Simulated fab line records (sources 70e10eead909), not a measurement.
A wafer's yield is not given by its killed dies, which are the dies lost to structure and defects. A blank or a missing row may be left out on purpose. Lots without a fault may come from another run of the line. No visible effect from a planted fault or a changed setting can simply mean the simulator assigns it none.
Code-filled problem report in 8D (eight disciplines) form	flow nand harc	the parts of the form that need people (team, actions taken, sign-off) are left out

1. WHAT IS WRONG
At NHARC_A_ONON_D1_INSPECT_32, raw defect count averages 586 over 6 wafers from 2 lots, while fault-free wafers read 70, standard deviation 25. Measured from the usual mean, that is +21 standard deviations.
First observed at day 15 21:16: wafer L499.1, on defect inspect-02. At this step, 39 wafers from 13 lots have a number in the record. Rule for "out" (also "out of limits"): further than 4 standard deviations from the usual mean. The other wafers with a number count as sound.

2. WHAT THIS IS AND IS NOT
question	is	is not
which readings at this step	raw defect count	-
which lots	L499, L502	L482, L483, L485, L486, L488, L489, L490, L492, L493, L497, L503
which wafers of those lots	all that have a number	-
read on which gauges	defect inspect-02	defect inspect-01
when	from day 15 21:16	up to then (30 sound wafers); but 3 sound wafers of L503 came after

3. THE SUSPECTS, EACH WITH WHAT RULES IT OUT
Counting: a tool stays on the suspect list if, at a process step up to the reading, it processed all lots that are out and no sound lot following the first of them.
- the gauge at NHARC_A_ONON_D1_INSPECT_32: kept. All the wafers that are out were read on defect inspect-02, and no step on other tools shows them out.
- pecvd-02 at NHARC_A_ONON_D1_DEP_33 (deposits SiO2, target thk 200 nm): kept. It processed each lot that is out, first L499 at day 15 20:46, and no sound lot thereafter; up to then, the last sound lot it processed was L497 at day 15 01:59.
Left after counting: pecvd-02 at NHARC_A_ONON_D1_DEP_33, defect inspect-02 at NHARC_A_ONON_D1_INSPECT_32.

4. THE CAUSE (what the simulator had put in)
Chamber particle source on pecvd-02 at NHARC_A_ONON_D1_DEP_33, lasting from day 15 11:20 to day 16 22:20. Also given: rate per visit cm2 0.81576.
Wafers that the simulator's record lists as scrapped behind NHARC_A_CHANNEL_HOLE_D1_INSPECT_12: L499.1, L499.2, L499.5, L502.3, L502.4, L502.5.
Of the 2 suspects that counting leaves, this tool is one.

5. THE CHAIN OF EFFECTS, in route order
Rows list readings where the struck wafers' mean (over those with a number) sits beyond 3 standard deviations from the usual. Scope: only readings with a usual standard deviation given in the record; hours: median across lots of the time from each lot's start at the first step in this table that gives one to its start at this step; sigmas: change in usual standard deviations.
hours	step	reading	usual	on struck wafers	change	sigmas
0	NHARC_A_ONON_D1_INSPECT_32	raw defect count	70	586	+516	+21

6. WHAT WOULD HAVE CAUGHT IT SOONER
In this record the first reading out of limits at a measuring or inspecting step was taken at day 15 21:16, 10 hours after the fault began at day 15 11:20.
No tool reading at NHARC_A_ONON_D1_DEP_33 that has a usual standard deviation in the record was out on any struck wafer, so an alarm limit of 4 standard deviations on those readings would not have fired.
Of the lots that are out (2), L502 began NHARC_A_ONON_D1_DEP_33 on pecvd-02 after day 15 21:16. It would have been spared by a hold on the tool at that moment.
